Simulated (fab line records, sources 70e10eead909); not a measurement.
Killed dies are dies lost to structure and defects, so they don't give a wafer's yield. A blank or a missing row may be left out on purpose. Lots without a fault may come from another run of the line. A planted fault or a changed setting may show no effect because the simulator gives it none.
Chamber matching | flow nand_harc | NHARC_A_BLC_ETCH_17 on rie_diel-11: 4 sister chambers
The step etches the open film in N2/H2, target depth 390 nm, time 609.38 s. 8 wafers are shown with their chamber, then 7 later ones without.

WAFERS WITH THEIR CHAMBER
wafer  | chamber | showerhead_plenum_p_Torr (Torr) | drypump_motor_current_A (A)
L298.5 | 1       | 1.99                            | 5.97
L303.1 | 3       | 2.00                            | 5.73
L305.3 | 2       | 1.99                            | 5.68
L305.4 | 0       | 1.94                            | 6.04
L305.5 | 2       | 1.99                            | 5.66
L310.1 | 3       | 2.00                            | 5.73
L310.3 | 0       | 1.93                            | 6.07
L310.4 | 1       | 1.99                            | 5.97

WAFERS WITHOUT THEIR CHAMBER
wafer  | showerhead_plenum_p_Torr (Torr) | drypump_motor_current_A (A)
L308.1 | 1.93                            | 6.08
L320.1 | 1.99                            | 5.94
L320.2 | 1.99                            | 5.74
L320.3 | 1.99                            | 5.64
L321.3 | 1.99                            | 5.95
L321.5 | 1.99                            | 5.96
L321.6 | 1.99                            | 5.65

WHICH CHAMBER EACH WENT THROUGH
wafer  | from the rows above | in truth
L308.1 | 0                   | 0
L320.1 | 1                   | 1
L320.2 | 3                   | 3
L320.3 | 2                   | 2
L321.3 | 1                   | 1
L321.5 | 1                   | 1
L321.6 | 2                   | 2
Placed correctly: 7 of 7. Can't be placed from these rows: 0. Placed wrongly: 0.
How it was worked out, from the rows above alone: a wafer's distance from a chamber is the root of the sum, over the readings, of the square of ((its reading less the chamber's mean) divided by the reading's scatter). The wafer belongs to the nearest chamber; if the next one is less than 2 further off, it can't be placed. A chamber's mean is the mean of its shown wafers. The scatter: the root of (the sum of the squares of (reading less its chamber's mean) over the shown wafers, divided by (wafers less chambers)).
